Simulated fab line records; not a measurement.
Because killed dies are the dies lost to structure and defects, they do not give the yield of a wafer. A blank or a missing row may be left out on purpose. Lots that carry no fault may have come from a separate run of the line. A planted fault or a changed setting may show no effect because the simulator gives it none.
A struck lot beside a sound one | flow nandHarc | 14 steps out of a route of 1302
Sound: these wafers, L504.3, L504.4, L504.5. Wafers L518.2, L518.3, L518.5 were the ones struck. The cause comes at the end.
Order at every step that has rows: each side's tool, ch and its chambers, its first start. Under that, the readings that differ: sound wafers | struck wafers | difference of the means | sigmas: that difference in standard deviations of wafers without a fault.
alike: a reading whose means differ by less than 2 such deviations, as well as words and numbers matching on both sides. not compared: withheld readings; readings where some wafer has no value; bounds like >300 that might hide an equal value; numbers whose values overlap and for which the record gives no deviation.
The two part at a step that has a row with sigmas, a row that says differs or no value, or rows on one side only. Numbers that don't overlap but have no deviation are shown without sigmas and don't part them. A reading that every wafer of one side lacks parts them only if that side has two wafers or more.

NHARC_P_CONTACT_PVD_32: deposits Ti, target thk 5 nm, time 17.7 s.
  sound on pvdSputter-03; struck on pvdSputter-01
  alike: throttleValvePct
NHARC_P_CONTACT_ALD_22: deposits TiN, target thk 3 nm, pulse time 1 s, ald cycles 150.
  sound on aldMetal-04 ch 1,2,3, day 7 05:32; struck on aldMetal-01 ch 0,3, day 12 15:24
  alike: heaterPowerW, precursorPulseHeightRel
NHARC_P_CONTACT_CVD_23: deposits W, target thk 200 nm, time 557 s.
  sound: cvdW-01 ch 0,1; struck: cvdW-01 ch 1
  alike: heaterPowerW, throttleValvePct
NHARC_P_CONTACT_CMP_24: polishes, t overpolish 30 s, target thk 200 nm.
  sound on cmp-03 ch 0,3, day 7 06:25; struck on cmp-04 ch 0,1,3, day 12 16:23
  alike: motorCurrentA, overpolishRunS, slurryFilterDpKPa, timeToEndpointS
following that, these wafers have no rows for 1 step: NHARC_P_CONTACT_SRD_26.
NHARC_P_CONTACT_INSPECT_27:
  sound on defectInspect-02, day 7 06:47; struck on defectInspect-01, day 12 16:46
  alike: rawDefectCount
then, 5 steps without rows for these wafers: NHARC_P_M0_DEP_00 (deposits SiOC, target thk 150 nm); NHARC_P_M0_DEHYDRATE_01 (time 120 s); NHARC_P_M0_HMDS_02 (time 30 s); NHARC_P_M0_COAT_33 (time 65 s); NHARC_P_M0_COAT_03 (resist thk 90 nm).
NHARC_P_M0_SOFTBAKE_04: time 55 s.
  sound on lithoTrack-01 ch 0, day 7 07:00; struck on lithoTrack-04 ch 0, day 12 17:00
reading               | sound                | struck               | difference | sigmas
heaterPowerTotalW (W) | 188.38 188.50 188.31 | 184.33 184.43 184.13 | -4.10      | -29
following that, these wafers have no rows for 1 step: NHARC_P_M0_EBR_05.
-- the record jumps here: 18 days lie between the struck wafers' starts before and after (it left off in module P_M0 and takes up again in module END, whose first step shown is number 1302 of the route) --
NHARC_END_SORT_01:
  sound on prober-02 ch 0, day 25 13:29; struck on prober-02 ch 0, day 30 14:46
  alike: defectLimitedYield, killedAtArray, killedAtOther, killedAtPeriphery, killedDies, killedOpen, killedShort

== WHERE THEY PART ==
At NHARC_P_M0_SOFTBAKE_04 and nowhere else, as far as this record goes. Later steps at which nothing parts them and some readings are alike: NHARC_END_SORT_01.

WHY: the cause the simulator had injected
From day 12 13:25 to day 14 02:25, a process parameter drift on lithoTrack-04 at NHARC_P_M0_SOFTBAKE_04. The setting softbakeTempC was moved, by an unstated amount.
